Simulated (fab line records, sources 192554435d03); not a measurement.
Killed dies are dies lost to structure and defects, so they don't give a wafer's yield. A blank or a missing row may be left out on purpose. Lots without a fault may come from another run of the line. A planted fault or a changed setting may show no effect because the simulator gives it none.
Chamber matching | flow n5_finfet | N5_PMOS_HMC_CHANNEL_EPI_FIN_RECESS_16 on rie_si-04: 4 sister chambers
The step chemistry HBr/Cl2, target Si, target depth 54 nm, time 18 s. 8 wafers are shown with their chamber, then 9 later ones without.

WAFERS WITH THEIR CHAMBER
wafer  | chamber | drypump_motor_current_A (A) | oes_product_au (a.u.)
L077.1 | 2       | 5.4                         | 0.973
L079.3 | 1       | 6.0                         | 0.990
L083.4 | 2       | 5.3                         | 0.978
L092.1 | 0       | 6.4                         | 1.025
L092.4 | 1       | 6.0                         | 0.993
L093.1 | 3       | 6.0                         | 1.009
L093.4 | 0       | 6.4                         | 1.025
L093.5 | 3       | 6.0                         | 1.008

WAFERS WITHOUT THEIR CHAMBER
wafer  | drypump_motor_current_A (A) | oes_product_au (a.u.)
L094.4 | 5.4                         | 0.986
L094.5 | 5.4                         | 0.986
L094.6 | 6.0                         | 1.010
L096.1 | 6.4                         | 1.010
L096.5 | 6.0                         | 0.972
L096.6 | 5.4                         | 0.974
L097.1 | 6.0                         | 1.015
L097.2 | 5.4                         | 0.977
L097.6 | 5.9                         | 0.993

WHICH CHAMBER EACH WENT THROUGH
wafer  | from the rows above | in truth
L094.4 | 2                   | 2
L094.5 | 2                   | 2
L094.6 | 3                   | 3
L096.1 | 0                   | 0
L096.5 | 1                   | 1
L096.6 | 2                   | 2
L097.1 | 3                   | 3
L097.2 | 2                   | 2
L097.6 | 1                   | 1
Placed correctly: 9 of 9. Can't be placed from these rows: 0. Placed wrongly: 0.
How it was worked out, from the rows above alone: a wafer's distance from a chamber is the root of the sum, over the readings, of the square of ((its reading less the chamber's mean) divided by the reading's scatter). The wafer belongs to the nearest chamber; if the next one is less than 2 further off, it can't be placed. A chamber's mean is the mean of its shown wafers. The scatter: the root of (the sum of the squares of (reading less its chamber's mean) over the shown wafers, divided by (wafers less chambers)).
